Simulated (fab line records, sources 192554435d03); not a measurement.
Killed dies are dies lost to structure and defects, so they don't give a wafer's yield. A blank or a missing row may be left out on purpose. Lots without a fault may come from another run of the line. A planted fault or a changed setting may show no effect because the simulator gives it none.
fab line records | flow n5_finfet
record lots=7 wafers=21
route steps=1938 shown ZERO_LAYER@4 PMOS_HMC_CHANNEL_EPI@63 FIN_SAQP@109 DUMMY_GATE@215 SD_EPI_P@297
start_h: hours from the record's first day to the start of the lot's first wafer shown | wait_h: hours since the lot's step before | " the same as in the row above | L1.1+2: a row that stands for several wafers | - no value, or no start given | * or withheld: withheld | < > ~ a bound
route shown NAME@n: a module of which the file shows steps, and the number in the route of the first | usual: mean/standard deviation of fault-free wafers | same: alike in all rows | chamber/n: place in a boat | sites: the reading at each site | _std_site: their standard deviation | _edge_site: outer sites' mean less inner sites' | radius_mm: how far each site lies from the wafer's centre | mask NAME#n: copy n | behind: the tool/chamber that last shaped the wafer | hold: why the lot was held/for how many hours/how that ended | device: the transistor (n, p or np) that didn't switch | end of line: the same wafers' tests at the end of the route | a step without rows: its recipe alone | killed: dies lost to structure and defects at the first sort, not the wafer's yield | map: a wafer's dies, x killed, . not, _ none there
set.NAME: the setting as run; set.NAME@STEP: as run at that earlier step | model.NAME: the simulator's own value behind a step, which no gauge read
lots whose settings were changed on purpose; a table a step, a row a wafer
## steps
# step N5_ZERO_LAYER_PECVD_02
# recipe material=SiO2 target_thk_a=100 temp_c=400 precursor=SiH4/N2O pressure_torr=0.75 rf_w=275 time_s=6
# columns lot.wafer tool chamber start_h wait_h set.time_s model.SiO2_of_ZERO_LAYER_PECVD_02.thk_nm
L075.1 pecvd-04 1 18.28 0.0 6 9.699
L075.4 " 0 " " 6.398 10.98
L075.6 " 2 " " 6 9.881
L076.1 pecvd-02 0 24.28 0.0 6 9.965
L076.4 " 0 " " 5.24 8.632
L076.6 " 1 " " 6 10.07
L078.1 pecvd-04 2 36.28 0.0 6 9.912
L078.2 " 0 " " 6.237 10.51
L078.6 " 1 " " 6.237 10.36
L085.1 pecvd-01 2 78.29 0.0 5.534 9.129
L085.4 " 0 " " 5.534 9.395
L085.5 " 2 " " 6 10.11
L089.3 pecvd-04 0 102.31 0.0 6 10.17
L089.5 " 2 " " 6 10.02
L089.6 " 0 " " 6 10.34
L093.4 pecvd-02 1 126.31 0.1 6 10.25
L093.5 " 2 " " 6 10.31
L093.6 " 0 " " 6 10.06
L097.3 pecvd-04 0 150.28 0.0 6 10.08
L097.5 " 1 " " 6 10.1
L097.6 " 2 " " 6 10.12
# step N5_PMOS_HMC_CHANNEL_EPI_PEB_07
# recipe peb_temp_c=110 peb_time_s=60 resist=CAR-ArF-block
# columns lot.wafer tool chamber start_h wait_h set.peb_time_s
L075.1 litho_track-01 0 24.36 0.1 47.17
L075.4+6 " 0 " " 60
L076.1+6 litho_track-01 0 29.55 0.1 70.79
L076.4 " 0 " " 60
L078.1+2 litho_track-03 0 41.84 0.1 48.35
L078.6 " 0 " " 60
L085.1+4+5 litho_track-01 0 83.69 0.1 60
L089.3 litho_track-01 0 108.21 0.0 49.81
L089.5+6 " 0 " " 60
L093.4+5+6 litho_track-03 0 131.79 0.0 60
L097.3+5+6 litho_track-01 0 154.78 0.0 60
# step N5_PMOS_HMC_CHANNEL_EPI_DEVELOP_08
# recipe develop_time_s=30 developer=TMAH resist=CAR-ArF-block dev_temp_c=23 rinse_liquid=diw dry=air_spin
# step N5_PMOS_HMC_CHANNEL_EPI_CD_MEAS_09
# recipe target_cd_nm=237.4 landing_energy_ev=500 detector=se_inlens
# usual cd_nm=236.8/0.82
# columns lot.wafer tool chamber start_h wait_h set.peb_time_s@PMOS_HMC_CHANNEL_EPI_PEB_07 cd_nm
L075.1 cd_sem-01 0 24.43 - 47.17 223.0
L075.4 " 0 " " 60 233.8
L075.6 " 0 " " 60 236.4
L076.1 cd_sem-01 0 29.61 - 70.79 243.2
L076.4 " 0 " " 60 237.6
L076.6 " 0 " " 70.79 243.2
L078.1 cd_sem-01 0 41.91 - 48.35 226.4
L078.2 " 0 " " 48.35 222.4
L078.6 " 0 " " 60 235.5
L085.1 cd_sem-02 0 83.75 - 60 236.5
L085.4 " 0 " " 60 235.6
L085.5 " 0 " " 60 237.1
L089.3 cd_sem-02 0 108.28 - 49.81 225.9
L089.5 " 0 " " 60 234.7
L089.6 " 0 " " 60 237.6
L093.4 cd_sem-01 0 131.85 - 60 237.1
L093.5 " 0 " " 60 236.6
L093.6 " 0 " " 60 236.0
L097.3 cd_sem-03 0 154.85 - 60 231.9
L097.5 " 0 " " 60 232.2
L097.6 " 0 " " 60 233.2
# step N5_PMOS_HMC_CHANNEL_EPI_DESCUM_14
# recipe chemistry=O2 time_s=7.9 source_power_w=50 bias_power_w=20 pressure_mtorr=20 rf_frequency_hz=2.712e+07 temp_c=40 resist=CAR-ArF-block o2_flow_sccm=225
# columns lot.wafer tool chamber start_h wait_h set.peb_time_s@PMOS_HMC_CHANNEL_EPI_PEB_07 model.PMOS_HMC_CHANNEL_EPI.cd_nm
L075.1 rie_diel-02 0 24.85 0.4 47.17 223.4
L075.4 " 2 " " 60 234.3
L075.6 " 0 " " 60 236.4
L076.1 rie_diel-04 1 29.70 0.0 70.79 243.4
L076.4 " 2 " " 60 237.5
L076.6 " 0 " " 70.79 243.3
L078.1 rie_diel-02 2 42.17 0.2 48.35 226.2
L078.2 " 3 " " 48.35 222.7
L078.6 " 3 " " 60 235.6
L085.1+5 rie_diel-04 1 83.84 0.0 60 236.8
L085.4 " 2 " " 60 235.7
L089.3 rie_diel-02 2 108.45 0.1 49.81 225.7
L089.5 " 2 " " 60 234
L089.6 " 3 " " 60 237.7
L093.4 rie_diel-02 1 131.94 0.0 60 236.9
L093.5 " 1 " " 60 236.6
L093.6 " 2 " " 60 236.2
L097.3+5 rie_diel-03 0 154.93 0.0 60 232.2
L097.6 " 3 " " 60 233.4
# step N5_PMOS_HMC_CHANNEL_EPI_ETCH_32
# recipe chemistry=N2/H2 target=BARC stop_on=SiO2 target_depth_a=858 over_etch_frac=0.3 time_s=50.3 ion_energy_ev=200 mask_material=CAR-ArF-block pressure_mtorr=30 source_w=840 bias_w=150 n2_flow_sccm=200 h2_flow_sccm=200
# columns lot.wafer tool chamber start_h wait_h set.peb_time_s@PMOS_HMC_CHANNEL_EPI_PEB_07 model.PMOS_HMC_CHANNEL_EPI.cd_nm
L075.1 rie_diel-02 0 24.88 0.0 47.17 225.3
L075.4 " 2 " " 60 236.7
L075.6 " 0 " " 60 238.8
L076.1 rie_diel-04 1 29.74 0.0 70.79 245.7
L076.4 " 2 " " 60 240.2
L076.6 " 0 " " 70.79 246.5
L078.1 rie_diel-02 2 42.21 0.0 48.35 228.4
L078.2 " 3 " " 48.35 225
L078.6 " 3 " " 60 238.5
L085.1 rie_diel-04 1 83.88 0.0 60 239.6
L085.4 " 2 " " 60 237.4
L085.5 " 1 " " 60 239.2
L089.3 rie_diel-02 2 108.48 0.0 49.81 227.8
L089.5 " 2 " " 60 236.3
L089.6 " 3 " " 60 240.8
L093.4 rie_diel-02 1 131.97 0.0 60 240.1
L093.5 " 1 " " 60 239.5
L093.6 " 2 " " 60 239.3
L097.3 rie_diel-03 0 154.97 0.0 60 234.7
L097.5 " 0 " " 60 234.3
L097.6 " 3 " " 60 236.1
# step N5_PMOS_HMC_CHANNEL_EPI_HM_OPEN_15
# recipe chemistry=CHF3/O2 target=SiO2 mask_material=CAR-ArF-block target_depth_a=406 CHF3_flow_sccm=50 O2_flow_sccm=5 Ar_flow_sccm=200 time_s=20.3 pressure_mtorr=30 source_w=650 bias_w=170 ion_energy_ev=200
# columns lot.wafer tool chamber start_h wait_h set.peb_time_s@PMOS_HMC_CHANNEL_EPI_PEB_07 model.PMOS_HMC_CHANNEL_EPI.cd_nm
L075.1 rie_diel-02 0 24.92 0.0 47.17 225.2
L075.4 " 2 " " 60 236.7
L075.6 " 0 " " 60 238.7
L076.1 rie_diel-04 1 29.78 0.0 70.79 245.7
L076.4 " 2 " " 60 240.2
L076.6 " 0 " " 70.79 246.6
L078.1 rie_diel-02 2 42.25 0.0 48.35 228.4
L078.2 " 3 " " 48.35 225.1
L078.6 " 3 " " 60 238.6
L085.1 rie_diel-04 1 83.92 0.0 60 239.6
L085.4 " 2 " " 60 237.4
L085.5 " 1 " " 60 239.1
L089.3 rie_diel-02 2 108.52 0.0 49.81 227.8
L089.5 " 2 " " 60 236.3
L089.6 " 3 " " 60 241
L093.4 rie_diel-02 1 132.01 0.0 60 240.1
L093.5 " 1 " " 60 239.5
L093.6 " 2 " " 60 239.3
L097.3 rie_diel-03 0 155.01 0.0 60 234.8
L097.5 " 0 " " 60 234.5
L097.6 " 3 " " 60 236.2
# step N5_FIN_SAQP_PEB_14
# recipe peb_temp_c=withheld peb_time_s=60 resist=CAR-ArF
# columns lot.wafer tool chamber start_h wait_h set.peb_time_s
L075.1+4+6 litho_track-03 0 28.92 0.1 60
L076.1+4+6 litho_track-04 0 33.73 0.1 60
L078.1 litho_track-04 0 46.29 0.1 60
L078.2+6 " 0 " " 49.88
L085.1+4+5 litho_track-03 0 88.94 0.1 60
L089.3+5 litho_track-03 0 113.20 0.0 60
L089.6 " 0 " " 70.35
L093.4+5+6 litho_track-03 0 137.68 0.0 60
L097.3+5+6 litho_track-04 0 158.81 0.0 60
# step N5_FIN_SAQP_DEVELOP_15
# recipe develop_time_s=30 developer=TMAH resist=CAR-ArF dev_temp_c=23 rinse_liquid=diw dry=air_spin
# step N5_FIN_SAQP_CD_MEAS_16
# recipe target_cd_nm=35.6 landing_energy_ev=500 detector=se_inlens
# usual cd_nm=35.5/0.34
# columns lot.wafer tool chamber start_h wait_h set.peb_time_s@FIN_SAQP_PEB_14 cd_nm
L075.1 cd_sem-03 0 28.99 - 60 35.3
L075.4 " 0 " " 60 35.3
L075.6 " 0 " " 60 35.6
L076.1 cd_sem-03 0 33.80 - 60 35.6
L076.4 " 0 " " 60 35.9
L076.6 " 0 " " 60 35.7
L078.1 cd_sem-02 0 46.35 - 60 35.2
L078.2 " 0 " " 49.88 38.3
L078.6 " 0 " " 49.88 38.4
L085.1 cd_sem-03 0 89.01 - 60 35.3
L085.4 " 0 " " 60 35.0
L085.5 " 0 " " 60 35.6
L089.3 cd_sem-03 0 113.28 - 60 35.4
L089.5 " 0 " " 60 35.3
L089.6 " 0 " " 70.35 33.3
L093.4 cd_sem-01 0 137.76 - 60 35.3
L093.5 " 0 " " 60 35.6
L093.6 " 0 " " 60 35.0
L097.3 cd_sem-02 0 158.88 - 60 35.5
L097.5 " 0 " " 60 35.4
L097.6 " 0 " " 60 35.6
# step N5_DUMMY_GATE_CVD_03
# recipe material=a-Si target_thk_a=1500 temp_c=530 precursor=SiH4 time_s=8042
# columns lot.wafer tool chamber start_h wait_h set.temp_c model.a-Si_of_DUMMY_GATE_CVD_03.thk_nm
L075.1 - - - 0.1 518.5 107.2
L075.4 " - " " 518.5 106.6
L075.6 " - " " 518.5 106
L076.1 - - - 0.1 530 147.8
L076.4 " - " " 530 146.8
L076.6 " - " " 530 148
L078.1 - - - 0.1 547.9 246.4
L078.2 " - " " 547.9 246.8
L078.6 " - " " 547.9 245.8
L085.1+4 - - - 0.1 530 150.6
L085.5 " - " " 530 150.2
L089.3+5 - - - 0.1 530 150
L089.6 " - " " 530 150.4
L093.4 lpcvd-02 0/79 154.84 0.1 530 150.2
L093.5+6 " 0/84,0/89 " " 530 149.6
L097.3 - - - 0.1 521.4 114.4
L097.5+6 " - " " 521.4 115.2
# step N5_DUMMY_GATE_COAT_28
# recipe resist=underlayer temp_c=205 time_s=60 spin_rpm=1500 resist_thk_nm=10
# columns lot.wafer tool chamber start_h wait_h set.spin_rpm model.underlayer_of_DUMMY_GATE_COAT_28.thk_nm
L075.1+6 litho_track-02 0 - - 1425 10.2
L075.4 " 0 " " 1500 10
L076.1+4+6 litho_track-03 0 - - 1500 10
L078.1+2+6 litho_track-02 0 - - 1558 9.8
L085.1 litho_track-03 0 - - 1642 9.4
L085.4 " 0 " " 1642 9.6
L085.5 " 0 " " 1500 10
L089.3 litho_track-02 0 - - 1500 10
L089.5+6 " 0 " " 1454 10.2
L093.4+5+6 litho_track-02 0 - - 1500 10
L097.3+5+6 litho_track-02 0 - - 1500 10
# step N5_SD_EPI_P_COAT_03
# recipe resist=CAR-ArF-block spin_rpm=1500 resist_thk_nm=150
# columns lot.wafer tool chamber start_h wait_h set.spin_rpm model.CAR-ArF-block_of_SD_EPI_P_COAT_03.thk_nm
L075.1 litho_track-03 0 - - 1500 150.6
L075.4 " 0 " " 1500 150.4
L075.6 " 0 " " 1391 156.2
L076.1+4 litho_track-02 0 - - 1500 150.4
L076.6 " 0 " " 1427 153.6
L078.1+6 litho_track-01 0 - - 1500 150.8
L078.2 " 0 " " 1500 151.4
L085.1 litho_track-02 0 - - 1500 150.4
L085.4+5 " 0 " " 1669 142
L089.3 litho_track-01 0 - - 1500 149.8
L089.5 " 0 " " 1500 150
L089.6 " 0 " " 1379 156.4
L093.4 litho_track-03 0 - - 1500 150.2
L093.5 " 0 " " 1500 149.8
L093.6 " 0 " " 1500 149.6
L097.3 litho_track-03 0 - - 1500 150.2
L097.5 " 0 " " 1500 150.4
L097.6 " 0 " " 1435 153.4
# step N5_SD_EPI_P_EBR_05
# recipe solvent=PGMEA ebr_width_mm=1.5
# step N5_SD_EPI_P_SOFTBAKE_04
# recipe temp_c=110 time_s=60 resist=CAR-ArF-block
# step N5_SD_EPI_P_EXPOSE_06
# recipe mask_id=SD_P_BLK na=1.35 source_shape=conventional sigma_outer=0.8 polarization=unpolarized target_cd_nm=240 dose_mj=39.5
# step N5_SD_EPI_P_PEB_07
# recipe peb_temp_c=110 peb_time_s=60 resist=CAR-ArF-block
# step N5_SD_EPI_P_DEVELOP_08
# recipe develop_time_s=30 developer=TMAH resist=CAR-ArF-block dev_temp_c=23 rinse_liquid=diw dry=air_spin
# columns lot.wafer tool chamber start_h wait_h set.spin_rpm@SD_EPI_P_COAT_03 model.CAR-ArF-block_of_SD_EPI_P_COAT_03.thk_nm
L075.1 litho_track-03 0 - - 1500 148.8
L075.4 " 0 " " 1500 148.6
L075.6 " 0 " " 1391 154.6
L076.1+4 litho_track-01 0 - - 1500 148.8
L076.6 " 0 " " 1427 152
L078.1+6 litho_track-02 0 - - 1500 149
L078.2 " 0 " " 1500 149.8
L085.1 litho_track-02 0 - - 1500 148.8
L085.4 " 0 " " 1669 140.4
L085.5 " 0 " " 1669 140.2
L089.3+5 litho_track-02 0 - - 1500 148.2
L089.6 " 0 " " 1379 154.8
L093.4 litho_track-03 0 - - 1500 148.6
L093.5 " 0 " " 1500 148
L093.6 " 0 " " 1500 147.8
L097.3 litho_track-02 0 - - 1500 148.4
L097.5 " 0 " " 1500 148.8
L097.6 " 0 " " 1435 151.8
# step N5_SD_EPI_P_DESCUM_14
# recipe chemistry=O2 time_s=7.9 source_power_w=50 bias_power_w=20 pressure_mtorr=20 rf_frequency_hz=2.712e+07 temp_c=40 resist=CAR-ArF-block o2_flow_sccm=225
# step N5_SD_EPI_P_ETCH_36
# recipe chemistry=CF4 target=SiARC target_depth_a=455 mask_material=CAR-ArF-block time_s=75.8 ion_energy_ev=80 pressure_mtorr=40 source_w=545 bias_w=36 Ar_flow_sccm=100 cf4_flow_sccm=100 ends=cleared
# columns lot.wafer tool chamber start_h wait_h set.spin_rpm@SD_EPI_P_COAT_03 model.CAR-ArF-block_of_SD_EPI_P_COAT_03.thk_nm
L075.1 rie_diel-04 2 63.94 0.0 1500 111.6
L075.4 " 1 " " 1500 111.2
L075.6 " 1 " " 1391 117.2
L076.1 rie_diel-02 0 67.48 0.0 1500 111.2
L076.4 " 2 " " 1500 111.4
L076.6 " 1 " " 1427 114.4
L078.1 rie_diel-04 2 84.71 0.0 1500 111.8
L078.2 " 0 " " 1500 112.4
L078.6 " 3 " " 1500 111.6
L085.1 rie_diel-04 3 122.74 0.0 1500 111
L085.4 " 0 " " 1669 103
L085.5 " 0 " " 1669 102.8
L089.3+5 rie_diel-02 0,1 147.49 0.0 1500 110.6
L089.6 " 0 " " 1379 117.2
L093.4 rie_diel-02 3 171.75 0.0 1500 111.2
L093.5 " 0 " " 1500 110.8
L093.6 " 1 " " 1500 110.4
L097.3 rie_diel-03 0 193.24 0.0 1500 111.2
L097.5 " 2 " " 1500 111.6
L097.6 " 1 " " 1435 114.4
# step N5_SD_EPI_P_ETCH_16
# recipe chemistry=CHF3/O2 target=SiO2 target_depth_a=50 mask_material=SOC pressure_mtorr=30 source_w=650 bias_w=170 Ar_flow_sccm=200 CHF3_flow_sccm=50 O2_flow_sccm=5 ion_energy_ev=200
# columns lot.wafer tool chamber start_h wait_h set.target_depth_a model.etch.depth_nm
L075.1 rie_diel-04 2 64.52 0.1 50 5.031
L075.4 " 1 " " 50 4.894
L075.6 " 1 " " 50 4.851
L076.1 rie_diel-02 0 68.06 0.1 52.59 5.248
L076.4 " 2 " " 50 4.984
L076.6 " 1 " " 52.59 5.356
L078.1 rie_diel-04 2 85.30 0.1 50 5.017
L078.2 " 0 " " 50 4.939
L078.6 " 3 " " 55.23 5.488
L085.1 rie_diel-04 3 123.32 0.1 50 5.031
L085.4 " 0 " " 54.12 5.4
L085.5 " 0 " " 54.12 5.366
L089.3 rie_diel-02 0 148.07 0.1 50 4.929
L089.5 " 1 " " 50 4.997
L089.6 " 0 " " 44.75 4.467
L093.4 rie_diel-02 3 172.33 0.1 50 5.043
L093.5 " 0 " " 50 5.017
L093.6 " 1 " " 50 5.07
L097.3 rie_diel-03 0 193.82 0.1 50 4.907
L097.5 " 2 " " 50 4.871
L097.6 " 1 " " 50 4.9
## key
split step=N5_ZERO_LAYER_PECVD_02 setting=time_s stated=6 by=wafer
response step=N5_ZERO_LAYER_PECVD_02 reading=model.SiO2_of_ZERO_LAYER_PECVD_02.thk_nm change=+0.122 per=1% r=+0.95
split step=N5_PMOS_HMC_CHANNEL_EPI_PEB_07 setting=peb_time_s stated=60 by=wafer
response step=N5_PMOS_HMC_CHANNEL_EPI_CD_MEAS_09 reading=cd_nm change=+0.52 per=1% r=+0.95
response step=N5_PMOS_HMC_CHANNEL_EPI_DESCUM_14 reading=model.PMOS_HMC_CHANNEL_EPI.cd_nm change=+0.519 per=1% r=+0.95
response step=N5_PMOS_HMC_CHANNEL_EPI_ETCH_32 reading=model.PMOS_HMC_CHANNEL_EPI.cd_nm change=+0.542 per=1% r=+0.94
response step=N5_PMOS_HMC_CHANNEL_EPI_HM_OPEN_15 reading=model.PMOS_HMC_CHANNEL_EPI.cd_nm change=+0.545 per=1% r=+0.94
split step=N5_FIN_SAQP_PEB_14 setting=peb_time_s stated=60 by=wafer
response step=N5_FIN_SAQP_CD_MEAS_16 reading=cd_nm change=-0.151 per=1% r=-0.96
split step=N5_DUMMY_GATE_CVD_03 setting=temp_c stated=530 by=lot
response step=N5_DUMMY_GATE_CVD_03 reading=model.a-Si_of_DUMMY_GATE_CVD_03.thk_nm change=+25.5 per=1% r=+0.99
split step=N5_DUMMY_GATE_COAT_28 setting=spin_rpm stated=1500 by=wafer
response step=N5_DUMMY_GATE_COAT_28 reading=model.underlayer_of_DUMMY_GATE_COAT_28.thk_nm change=-0.0512 per=1% r=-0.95
split step=N5_SD_EPI_P_COAT_03 setting=spin_rpm stated=1500 by=wafer
response step=N5_SD_EPI_P_COAT_03 reading=model.CAR-ArF-block_of_SD_EPI_P_COAT_03.thk_nm change=-0.757 per=1% r=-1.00
response step=N5_SD_EPI_P_DEVELOP_08 reading=model.CAR-ArF-block_of_SD_EPI_P_COAT_03.thk_nm change=-0.77 per=1% r=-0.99
response step=N5_SD_EPI_P_ETCH_36 reading=model.CAR-ArF-block_of_SD_EPI_P_COAT_03.thk_nm change=-0.747 per=1% r=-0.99
split step=N5_SD_EPI_P_ETCH_16 setting=target_depth_a stated=50 by=wafer
response step=N5_SD_EPI_P_ETCH_16 reading=model.etch.depth_nm change=+0.048 per=1% r=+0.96
